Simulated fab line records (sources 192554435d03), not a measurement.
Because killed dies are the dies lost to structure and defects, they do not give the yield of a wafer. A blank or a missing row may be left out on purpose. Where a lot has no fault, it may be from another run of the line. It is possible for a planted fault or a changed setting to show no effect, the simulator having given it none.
fab line records	flow n5_finfet	part 1 of 2: steps 1 to 4 of 6
record: lots: 22	wafers: 66	last_day: 17
route steps=1938 shown BEOL_M0_SAQP@635 BEOL_M0@716
lots that met no fault: from a run of the same line without faults
start_h: start of the lot's first displayed wafer, in hours after the record's first day	wait_h: hours since the lot's step before	" the same as in the row above	L1.1+2: one row covering several wafers at once	- value missing, or start not given	* or withheld: withheld	< > ~ a bound
route shown NAME@n: NAME is a module with steps in the file, n the number in the route of the first one	usual: average and standard deviation across the fault-free wafers	same: alike in all rows	chamber/n: place in a boat	sites: the reading at each site	_std_site: standard deviation across them	_edge_site: mean of outer sites minus mean of inner sites	radius_mm: how far each site lies from the wafer's centre	mask NAME#n: copy n	behind: the most recent tool/chamber to have shaped the wafer	hold: why the lot went on hold/how many hours it stayed there/how the hold came to an end	device: names the non-switching transistor (n, p or np)	end of line: at the end of the route, the tests of the same wafers	a step with no rows: only its recipe	killed: dies that structure and defects cost at the first sort, which is not the same as the wafer's yield	map: the dies of a wafer, with x for killed, . for not killed, _ for no die there
set.NAME: the setting as run; set.NAME@STEP: as run at that earlier step	model.NAME: the simulator's own value behind a step, which no gauge read
the route's steps for a sample of lots (tables are steps, rows are wafers)
services: the hour from which a tool's chamber was out of use, counted from the record's first day as start_h (under 0 if before that day), plus the number of hours and why
== steps ==
step: N5_BEOL_M0_SAQP_PECVD_03
recipe: material: SiCN	target_thk_a: 120	temp_c: withheld	precursor: 3MS/NH3	pressure_torr: 3	rf_w: 202	time_s: 21.1
usual: showerhead_plenum_p_Torr: 3.664/0.017	throttle_valve_pct: 9.0/0.54
lot.wafer	tool	chamber	start_h	wait_h	showerhead_plenum_p_Torr	throttle_valve_pct
L074.3	pecvd-01	2	103.75	0.1	3.631	8.2
L074.4	"	2	"	"	3.630	8.4
L074.5	"	0	"	"	3.691	9.0
L075.2	pecvd-01	1	122.83	0.1	3.669	8.7
L075.3	"	2	"	"	3.633	8.2
L075.5	"	1	"	"	3.660	8.6
L076.2	pecvd-01	2	125.92	0.1	3.644	8.5
L076.4	"	2	"	"	3.629	8.5
L076.6	"	1	"	"	3.668	8.8
L077.2	pecvd-04	2	128.86	0.1	3.652	10.6
L077.4	"	2	"	"	3.641	10.5
L077.5	"	0	"	"	3.679	9.2
L078.3	pecvd-01	2	130.83	0.1	3.634	8.0
L078.4	"	2	"	"	3.632	8.4
L078.5	"	1	"	"	3.652	8.7
L079.1	pecvd-01	1	140.86	0.1	3.665	9.0
L079.2	"	0	"	"	3.675	9.0
L079.6	"	2	"	"	3.638	8.6
L080.1	pecvd-01	2	147.78	0.1	3.636	8.5
L080.2	"	0	"	"	3.673	9.2
L080.5	"	2	"	"	3.622	8.1
L081.2	pecvd-04	2	154.51	0.1	3.655	10.6
L081.3	"	0	"	"	3.672	9.0
L081.4	"	2	"	"	3.653	10.2
L082.1	pecvd-03	2	155.74	0.1	3.651	8.5
L082.3	"	1	"	"	3.679	9.2
L082.6	"	1	"	"	3.660	8.7
L083.2	pecvd-04	0	160.19	0.1	3.682	9.3
L083.3	"	1	"	"	3.676	9.2
L083.6	"	1	"	"	3.668	9.2
L084.2	pecvd-03	2	165.90	0.1	3.664	8.6
L084.3	"	0	"	"	3.666	9.0
L084.6	"	0	"	"	3.668	9.0
L085.1	pecvd-03	1	175.72	0.1	3.672	9.4
L085.4	"	2	"	"	3.661	9.0
L085.5	"	0	"	"	3.671	8.8
L086.4	pecvd-03	1	178.95	0.1	3.666	9.1
L086.5	"	2	"	"	3.669	8.3
L086.6	"	0	"	"	3.675	8.7
L087.3	pecvd-04	2	188.19	0.1	3.652	10.5
L087.4	"	1	"	"	3.678	9.1
L087.6	"	2	"	"	3.658	10.1
L088.1	pecvd-04	0	197.92	0.1	3.682	9.4
L088.4	"	2	"	"	3.660	10.4
L088.6	"	0	"	"	3.680	9.4
L089.1	pecvd-04	0	201.62	0.1	3.696	9.4
L089.2	"	1	"	"	3.663	9.1
L089.4	"	0	"	"	3.669	9.3
L091.1	pecvd-03	1	213.36	0.1	3.651	9.1
L091.3	"	0	"	"	3.666	8.8
L091.6	"	2	"	"	3.658	8.6
L092.3	pecvd-03	0	216.90	0.1	3.670	9.0
L092.5	"	0	"	"	3.669	8.9
L092.6	"	2	"	"	3.669	8.5
L093.2	pecvd-04	0	220.31	0.1	3.687	9.2
L093.4	"	0	"	"	3.679	9.4
L093.6	"	1	"	"	3.670	9.2
L094.1	pecvd-01	1	225.08	0.1	3.655	8.7
L094.5	"	1	"	"	3.651	8.7
L094.6	"	0	"	"	3.680	8.9
L096.1	pecvd-01	1	239.94	0.1	3.664	8.6
L096.2	"	2	"	"	3.627	8.4
L096.6	"	0	"	"	3.675	9.3
L097.2	pecvd-01	2	248.32	0.1	3.638	8.4
L097.3	"	1	"	"	3.658	8.7
L097.5	"	2	"	"	3.632	8.1
step: N5_BEOL_M0_SAQP_CD_MEAS_14
recipe: target_cd_nm: 42.5	landing_energy_ev: 500	detector: se_inlens
usual: cd_nm: 42.4/0.31
lot.wafer	tool	chamber	start_h	wait_h	cd_nm
L074.3	cd_sem-01	0	104.49	-	42.7
L074.4	"	0	"	"	42.5
L074.5	"	0	"	"	42.6
L075.2	cd_sem-01	0	124.78	-	42.7
L075.3	"	0	"	"	42.6
L075.5	"	0	"	"	42.2
L076.2	cd_sem-01	0	126.48	-	42.4
L076.4	"	0	"	"	42.2
L076.6	"	0	"	"	42.0
L077.2	cd_sem-02	0	129.46	-	42.4
L077.4	"	0	"	"	42.3
L077.5	"	0	"	"	42.4
L078.3	cd_sem-03	0	131.52	-	42.3
L078.4	"	0	"	"	42.7
L078.5	"	0	"	"	42.3
L079.1	cd_sem-02	0	141.55	-	42.1
L079.2	"	0	"	"	42.3
L079.6	"	0	"	"	42.3
L080.1	cd_sem-03	0	148.35	-	42.5
L080.2	"	0	"	"	41.9
L080.5	"	0	"	"	42.3
L081.2	cd_sem-02	0	155.08	-	42.7
L081.3	"	0	"	"	42.8
L081.4	"	0	"	"	42.4
L082.1	cd_sem-02	0	156.44	-	42.6
L082.3	"	0	"	"	41.9
L082.6	"	0	"	"	42.4
L083.2	cd_sem-03	0	160.88	-	43.1
L083.3	"	0	"	"	42.5
L083.6	"	0	"	"	42.6
L084.2	cd_sem-01	0	166.59	-	42.5
L084.3	"	0	"	"	42.5
L084.6	"	0	"	"	42.1
L085.1	cd_sem-03	0	176.43	-	42.0
L085.4	"	0	"	"	42.4
L085.5	"	0	"	"	42.4
L086.4	cd_sem-03	0	179.51	-	42.8
L086.5	"	0	"	"	42.5
L086.6	"	0	"	"	42.4
L087.3	cd_sem-02	0	188.77	-	42.5
L087.4	"	0	"	"	42.7
L087.6	"	0	"	"	42.4
L088.1	cd_sem-03	0	198.62	-	42.3
L088.4	"	0	"	"	42.4
L088.6	"	0	"	"	42.2
L089.1	cd_sem-03	0	202.32	-	42.3
L089.2	"	0	"	"	42.6
L089.4	"	0	"	"	42.2
L091.1	cd_sem-03	0	214.06	-	42.8
L091.3	"	0	"	"	42.6
L091.6	"	0	"	"	42.4
L092.3	cd_sem-02	0	217.47	-	42.4
L092.5	"	0	"	"	43.0
L092.6	"	0	"	"	42.4
L093.2	cd_sem-03	0	221.09	-	42.2
L093.4	"	0	"	"	42.8
L093.6	"	0	"	"	43.1
L094.1	cd_sem-01	0	225.77	-	42.4
L094.5	"	0	"	"	42.7
L094.6	"	0	"	"	42.0
L096.1	cd_sem-01	0	240.51	-	41.8
L096.2	"	0	"	"	42.3
L096.6	"	0	"	"	42.6
L097.2	cd_sem-01	0	250.28	-	42.8
L097.3	"	0	"	"	42.8
L097.5	"	0	"	"	42.3
step: N5_BEOL_M0_SAQP_DESCUM_19
recipe: chemistry: O2	time_s: 7.9	source_power_w: 50	bias_power_w: 20	pressure_mtorr: 20	rf_frequency_hz: 2.712e+07	temp_c: 40	resist: CAR-ArF	o2_flow_sccm: 225
usual: bias_power_w: 20.00/0.06	drypump_motor_current_A: 5.9/0.48	oes_product_au: 0.80/0.091	rf_vpp_V: 243.2/1.6	showerhead_plenum_p_Torr: 2.10/0.078	throttle_valve_pct: 20.44/0.21
lot.wafer	tool	chamber	start_h	wait_h	bias_power_w	drypump_motor_current_A	oes_product_au	rf_hours_counter_h	rf_vpp_V	showerhead_plenum_p_Torr	throttle_valve_pct
L074.3	rie_diel-02	0	104.58	0.0	19.96	6.0	0.88	43	245.4	2.22	20.07
L074.4	"	2	"	"	20.08	6.2	0.76	162	242.5	2.00	20.69
L074.5	"	2	"	"	20.06	6.2	0.77	-	241.6	2.00	20.70
L075.2	rie_diel-06	1	124.87	0.0	19.96	6.2	0.98	3	245.4	2.14	20.07
L075.3	"	0	"	"	19.98	6.0	0.69	222	242.2	2.07	20.57
L075.5	"	1	"	"	20.02	6.1	0.98	-	243.2	2.14	20.07
L076.2	rie_diel-03	0	126.99	0.5	20.05	6.7	0.96	2	243.1	2.05	20.28
L076.4	"	3	"	"	19.97	5.4	0.68	232	242.8	2.06	20.73
L076.6	"	2	"	"	19.87	5.3	0.77	-	241.4	2.02	20.50
L077.2	rie_diel-03	0	130.21	0.7	19.94	6.7	0.94	3	241.6	2.05	20.28
L077.4	"	1	"	"	19.90	5.9	0.75	146	245.4	2.19	20.61
L077.5	"	2	"	"	19.99	5.3	0.77	-	243.2	2.02	20.49
L078.3	rie_diel-03	2	131.61	0.0	19.91	5.3	0.78	128	243.4	2.02	20.49
L078.4	"	3	"	"	20.08	5.3	0.68	234	241.8	2.06	20.73
L078.5	"	1	"	"	20.01	5.9	0.76	-	244.1	2.18	20.63
L079.1	rie_diel-06	1	141.64	0.0	20.06	6.1	0.96	10	243.9	2.14	20.08
L079.2	"	0	"	"	19.99	6.0	0.69	228	244.0	2.07	20.57
L079.6	"	3	"	"	19.92	5.8	0.86	-	245.2	2.21	20.17
L080.1	rie_diel-03	0	148.44	0.0	20.08	6.7	0.92	10	241.7	2.05	20.30
L080.2	"	2	"	"	20.12	5.3	0.77	134	241.7	2.02	20.50
L080.5	"	2	"	"	19.94	5.3	0.76	-	241.3	2.02	20.50
L081.2	rie_diel-06	0	155.31	0.2	20.03	5.9	0.67	233	242.7	2.06	20.58
L081.3	"	2	"	"	20.06	5.2	0.89	35	242.8	2.14	20.38
L081.4	"	3	"	"	19.99	5.9	0.84	79	245.4	2.21	20.18
L082.1	rie_diel-03	3	156.53	0.0	20.01	5.4	0.67	243	243.5	2.06	20.75
L082.3	"	1	"	"	19.92	5.9	0.75	157	245.0	2.18	20.63
L082.6	"	1	"	"	19.99	5.9	0.74	-	245.7	2.18	20.64
L083.2	rie_diel-03	2	161.42	0.5	19.98	5.3	0.76	139	241.9	2.01	20.52
L083.3	"	0	"	"	20.03	6.7	0.92	15	241.0	2.05	20.29
L083.6	"	3	"	"	20.04	5.3	0.67	-	242.5	2.06	20.76
L084.2	rie_diel-03	0	166.68	0.0	19.99	6.6	0.91	17	243.3	2.05	20.31
L084.3	"	1	"	"	19.90	5.9	0.74	160	244.9	2.18	20.65
L084.6	"	3	"	"	20.13	5.4	0.68	-	241.2	2.05	20.77
L085.1	rie_diel-03	3	176.52	0.0	20.03	5.4	0.67	249	242.0	2.05	20.77
L085.4	"	1	"	"	20.09	6.0	0.74	163	244.9	2.18	20.64
L085.5	"	0	"	"	20.01	6.7	0.90	-	243.4	2.05	20.31
L086.4	rie_diel-03	1	179.61	0.0	20.07	6.0	0.73	-	243.6	2.18	20.66
L086.5	"	2	"	"	20.11	5.3	0.76	-	240.2	2.01	20.50
L086.6	"	0	"	"	19.93	6.6	0.90	-	240.9	2.05	20.31
L087.3	rie_diel-03	1	189.02	0.2	20.00	5.9	0.72	170	243.8	2.18	20.66
L087.4	"	2	"	"	20.02	5.3	0.75	-	241.1	2.01	20.52
L087.6	"	1	"	"	19.99	5.9	0.73	-	243.6	2.18	20.66
L088.1	rie_diel-02	1	198.76	0.1	19.92	6.2	0.74	157	244.9	2.18	20.11
L088.4	"	2	"	"	20.04	6.2	0.73	195	241.7	1.99	20.75
L088.6	"	3	"	"	20.05	5.6	0.94	-	245.5	2.24	20.28
L089.1	rie_diel-03	0	202.41	0.0	20.06	6.6	0.88	30	243.7	2.05	20.31
L089.2	"	1	"	"	20.06	5.9	0.73	175	244.3	2.18	20.67
L089.4	"	2	"	"	20.05	5.3	0.75	155	241.3	2.01	20.52
L091.1	rie_diel-06	1	214.14	0.0	20.07	6.1	0.90	27	242.1	2.13	20.10
L091.3	"	0	"	"	20.09	5.9	0.67	245	241.3	2.06	20.59
L091.6	"	2	"	"	19.91	5.2	0.87	-	243.9	2.13	20.40
L092.3	rie_diel-03	1	217.59	0.1	19.96	5.9	0.74	178	244.5	2.17	20.68
L092.5	"	0	"	"	19.91	6.6	0.87	-	242.6	2.04	20.33
L092.6	"	3	"	"	20.05	5.3	0.95	-	243.1	2.05	20.38
L093.2	rie_diel-03	3	221.18	0.0	20.06	5.3	0.94	7	241.7	2.05	20.38
L093.4	"	2	"	"	19.99	5.3	0.74	160	243.0	2.01	20.54
L093.6	"	0	"	"	19.90	6.7	0.88	-	243.6	2.04	20.32
L094.1	rie_diel-03	1	225.86	0.0	19.95	5.9	0.73	181	243.8	2.17	20.67
L094.5	"	1	"	"	19.94	5.9	0.72	-	243.0	2.17	20.68
L094.6	"	0	"	"	19.97	6.6	0.86	-	243.4	2.04	20.32
L096.1	rie_diel-03	1	240.60	0.0	20.07	5.9	0.72	186	243.8	2.17	20.67
L096.2	"	2	"	"	19.99	5.3	0.74	166	242.1	2.01	20.53
L096.6	"	1	"	"	19.89	5.9	0.73	-	244.7	2.17	20.67
L097.2	rie_diel-02	3	250.37	0.0	19.94	5.6	0.89	33	245.8	2.23	20.32
L097.3	"	2	"	"	20.01	6.2	0.73	210	240.6	1.98	20.78
L097.5	"	0	"	"	20.04	6.0	0.81	-	245.6	2.20	20.13
step: N5_BEOL_M0_SAQP_ETCH_73
recipe: chemistry: CF4	target: SiARC	target_depth_a: 195	mask_material: CAR-EUV	time_s: 32.5	ion_energy_ev: 80	pressure_mtorr: 40	source_w: 545	bias_w: 36	Ar_flow_sccm: 100	cf4_flow_sccm: 100	ends: cleared
usual: drypump_motor_current_A: 5.9/0.42	etch_rf_on_time_s: 32.5/0.54	oes_product_au: 0.70/0.075	rf_vpp_V: 184.4/1.2	showerhead_plenum_p_Torr: 2.16/0.079	throttle_valve_pct: 15.55/0.25
lot.wafer	tool	chamber	start_h	wait_h	drypump_motor_current_A	etch_rf_on_time_s	oes_product_au	rf_hours_counter_h	rf_vpp_V	showerhead_plenum_p_Torr	throttle_valve_pct
L074.3	rie_diel-02	1	108.84	0.0	6.2	32.5	0.65	129	184.6	2.24	15.32
L074.4	"	0	"	"	6.0	32.4	0.74	44	185.9	2.26	15.22
L074.5	"	0	"	"	6.0	32.1	0.75	-	186.3	2.26	15.21
L075.2	rie_diel-02	0	129.99	0.0	6.0	32.2	0.74	53	185.4	2.26	15.23
L075.3	"	2	"	"	6.2	32.7	0.64	172	182.0	2.05	15.93
L075.5	"	2	"	"	6.2	32.8	0.65	-	182.4	2.05	15.94
L076.2	rie_diel-02	0	133.49	0.0	6.0	32.3	0.74	54	185.3	2.26	15.23
L076.4	"	2	"	"	6.2	32.8	0.64	-	183.2	2.05	15.94
L076.6	"	0	"	"	6.0	32.3	0.74	-	185.2	2.26	15.26
L077.2	rie_diel-06	0	135.38	0.0	6.0	33.0	0.58	226	183.7	2.11	15.75
L077.4	"	1	"	"	6.1	31.9	0.82	7	184.2	2.19	15.24
L077.5	"	0	"	"	6.0	33.1	0.58	-	182.0	2.11	15.76
L078.3	rie_diel-02	2	136.43	0.0	6.2	32.9	0.64	174	184.9	2.05	15.94
L078.4	"	0	"	"	6.0	32.1	0.73	-	185.1	2.26	15.24
L078.5	"	2	"	"	6.2	32.9	0.64	-	183.2	2.05	15.95
L079.1	rie_diel-03	3	145.85	0.0	5.4	33.0	0.59	240	182.9	2.12	16.02
L079.2	"	2	"	"	5.3	32.6	0.66	134	183.0	2.06	15.66
L079.6	"	3	"	"	5.4	33.3	0.58	-	183.4	2.12	16.01
L080.1	rie_diel-03	1	153.21	0.0	5.9	33.0	0.64	155	185.2	2.23	15.80
L080.2	"	3	"	"	5.3	32.9	0.59	242	184.3	2.11	16.03
L080.5	"	2	"	"	5.3	32.7	0.66	-	182.9	2.06	15.68
L081.2	rie_diel-02	3	160.07	0.0	5.6	30.8	0.86	2	186.1	2.28	15.40
L081.3	"	2	"	"	6.2	32.6	0.65	181	181.8	2.05	15.95
L081.4	"	1	"	"	6.2	32.2	0.65	143	186.1	2.23	15.35
L082.1	rie_diel-02	0	160.63	0.0	6.0	32.2	0.73	66	187.0	2.26	15.27
L082.3	"	2	"	"	6.2	32.9	0.64	181	183.1	2.05	15.96
L082.6	"	1	"	"	6.2	32.2	0.64	-	185.6	2.23	15.36
L083.2	rie_diel-03	1	165.90	0.0	6.0	32.9	0.64	160	185.6	2.22	15.82
L083.3	"	2	"	"	5.3	33.0	0.65	141	184.0	2.06	15.68
L083.6	"	2	"	"	5.3	33.0	0.65	-	184.0	2.06	15.67
L084.2	rie_diel-03	3	170.78	0.0	5.3	33.3	0.57	247	183.0	2.11	16.04
L084.3	"	2	"	"	5.3	32.8	0.65	142	184.3	2.06	15.69
L084.6	"	2	"	"	5.3	33.1	0.64	-	184.0	2.06	15.68
L085.1	rie_diel-03	1	182.62	0.0	5.9	32.9	0.63	166	186.5	2.22	15.84
L085.4	"	2	"	"	5.3	33.1	0.64	-	183.0	2.06	15.68
L085.5	"	0	"	"	6.7	32.3	0.76	-	182.7	2.11	15.49
L086.4	rie_diel-02	0	189.01	0.0	6.0	32.3	0.71	76	185.9	2.25	15.29
L086.5	"	3	"	"	5.6	31.2	0.82	-	184.5	2.28	15.41
L086.6	"	0	"	"	6.0	32.4	0.71	-	186.5	2.25	15.29
L087.3	rie_diel-06	1	195.27	0.0	6.2	31.5	0.78	22	183.5	2.19	15.28
L087.4	"	3	"	"	5.9	32.5	0.71	86	185.3	2.25	15.33
L087.6	"	0	"	"	6.0	33.0	0.57	-	183.9	2.11	15.78
L088.1	rie_diel-02	1	202.84	0.0	6.2	32.3	0.64	158	184.3	2.23	15.39
L088.4	"	2	"	"	6.2	32.7	0.64	-	182.6	2.04	15.97
L088.6	"	1	"	"	6.3	32.3	0.63	-	185.5	2.23	15.38
L089.1	rie_diel-02	1	206.59	0.0	6.3	32.5	0.63	159	184.9	2.23	15.37
L089.2	"	3	"	"	5.6	31.4	0.79	18	184.9	2.28	15.43
L089.4	"	3	"	"	5.6	31.5	0.81	-	186.5	2.28	15.44
L091.1	rie_diel-06	3	218.46	0.0	5.8	32.5	0.71	92	184.3	2.25	15.34
L091.3	"	2	"	"	5.2	33.2	0.73	49	184.0	2.17	15.49
L091.6	"	1	"	"	6.1	32.4	0.77	-	183.8	2.19	15.28
L092.3	rie_diel-03	2	221.60	0.0	5.3	33.2	0.64	160	183.0	2.06	15.71
L092.5	"	0	"	"	6.7	32.1	0.74	-	184.4	2.10	15.49
L092.6	"	1	"	"	5.9	33.3	0.62	-	186.1	2.22	15.85
L093.2	rie_diel-03	1	225.60	0.0	5.9	32.9	0.62	181	185.4	2.22	15.86
L093.4	"	0	"	"	6.6	32.1	0.73	37	184.0	2.10	15.51
L093.6	"	3	"	"	5.3	31.7	0.80	-	184.0	2.11	15.56
L094.1	rie_diel-06	2	230.03	0.0	5.2	32.7	0.74	53	184.8	2.17	15.51
L094.5	"	3	"	"	5.9	32.2	0.70	-	185.3	2.25	15.37
L094.6	"	2	"	"	5.2	32.7	0.73	-	184.7	2.17	15.49
L096.1	rie_diel-06	2	244.56	0.0	5.2	32.8	0.73	59	184.4	2.17	15.51
L096.2	"	1	"	"	6.2	31.8	0.78	34	184.9	2.19	15.31
L096.6	"	0	"	"	5.9	32.2	0.87	-	185.7	2.10	15.33
L097.2	rie_diel-06	1	254.56	0.0	6.2	32.1	0.76	37	183.7	2.19	15.28
L097.3	"	0	"	"	5.9	32.3	0.84	3	184.7	2.10	15.33
L097.5	"	0	"	"	6.0	32.3	0.84	-	183.3	2.10	15.33
